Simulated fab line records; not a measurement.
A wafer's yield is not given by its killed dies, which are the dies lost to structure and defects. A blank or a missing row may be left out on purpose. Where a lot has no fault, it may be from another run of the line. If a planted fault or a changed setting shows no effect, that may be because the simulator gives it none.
Split-lot study    flow n5Finfet    21 wafers read from 7 lots, route of 1938 steps

THE SPLIT
At N5_PASSIVATION_PECVD_35 (deposits SiNx from SiH4/NH3/N2, target thk 700 nm, time 151.3 s), the setting timeS was moved away from the recipe's 151.3 s on 8 of the 21 wafers read, by -6.7% to +13.0%. For the rest of the wafers, this setting stayed at what the recipe calls for.

The split's own step is where the reading is taken.

THE READING
SiNx_of_PASSIVATION_PECVD_35.thkNm (the simulator's own value, which no gauge read), in nm, at N5_PASSIVATION_PECVD_35 (deposits SiNx from SiH4/NH3/N2, target thk 700 nm, time 151.3 s). No usual value for it is given in the file. Here, 13 wafers ran the recipe; their average is 702.4 nm with a standard deviation of 11 nm.

wafer   tool, chamber at the split  timeS as run, s  against the recipe  SiNx_of_PASSIVATION_PECVD_35.thkNm, nm  against lot-mates on the recipe
L079.1  pecvd-04, 1                 151.3            recipe              697.6                                   -
L079.4  pecvd-04, 1                 151.3            recipe              712.6                                   -
L079.6  pecvd-04, 0                 151.3            recipe              706.2                                   -
L080.2  pecvd-02, 0                 151.3            recipe              689                                     -
L080.3  pecvd-02, 1                 151.3            recipe              700.4                                   -
L080.6  pecvd-02, 2                 151.3            recipe              696                                     -
L083.2  pecvd-01, 1                 151.3            recipe              688                                     -
L083.3  pecvd-01, 2                 144.6            -4.4%               659.6                                   -28.4
L083.4  pecvd-01, 1                 144.6            -4.4%               672.6                                   -15.4
L086.4  pecvd-04, 2                 151.3            recipe              723.2                                   -
L086.5  pecvd-04, 1                 151.3            recipe              719.2                                   -
L086.6  pecvd-04, 0                 171              +13.0%              811                                     +89.8
L088.1  pecvd-04, 1                 151.3            recipe              697.6                                   -
L088.4  pecvd-04, 0                 143.5            -5.2%               672.2                                   -25.4
L088.6  pecvd-04, 2                 143.5            -5.2%               673                                     -24.6
L089.4  pecvd-01, 0                 151.3            recipe              706                                     -
L089.5  pecvd-01, 1                 151.3            recipe              687.8                                   -
L089.6  pecvd-01, 2                 141.2            -6.7%               651.2                                   -45.7
L094.2  pecvd-01, 1                 166.9            +10.3%              764.6                                   +56.6
L094.3  pecvd-01, 0                 151.3            recipe              708                                     -
L094.6  pecvd-01, 1                 166.9            +10.3%              780.2                                   +72.2

THE FIT
A straight line over all 21 wafers: SiNx_of_PASSIVATION_PECVD_35.thkNm changes by +7.37 nm for each +1% of timeS; r = +0.96; the points scatter about the line by 11 nm.
The same after taking each lot's own level away (the mean of its wafers on the recipe; 21 wafers): +6.25 nm for each +1%; r = +0.98; scatter 6.4 nm.
That fit puts the effect of the largest move of timeS on the reading at 81 nm.
Across the lots, their own levels run from 688.00 to 721.20 nm, a range of 3.0 times the standard deviation given above.
Thus the slope moves with the lot-to-lot level: the two fits are different.
Check: +78.9 nm against its lot-mates is what the line predicts for one of the wafers moved furthest among these (+13.0%) when that wafer is left out of the fit. Against them it came out at +89.8 nm.

FILE'S OWN FIT
SiNx_of_PASSIVATION_PECVD_35.thkNm changes by +6.45 nm for each +1% of timeS, r = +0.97.
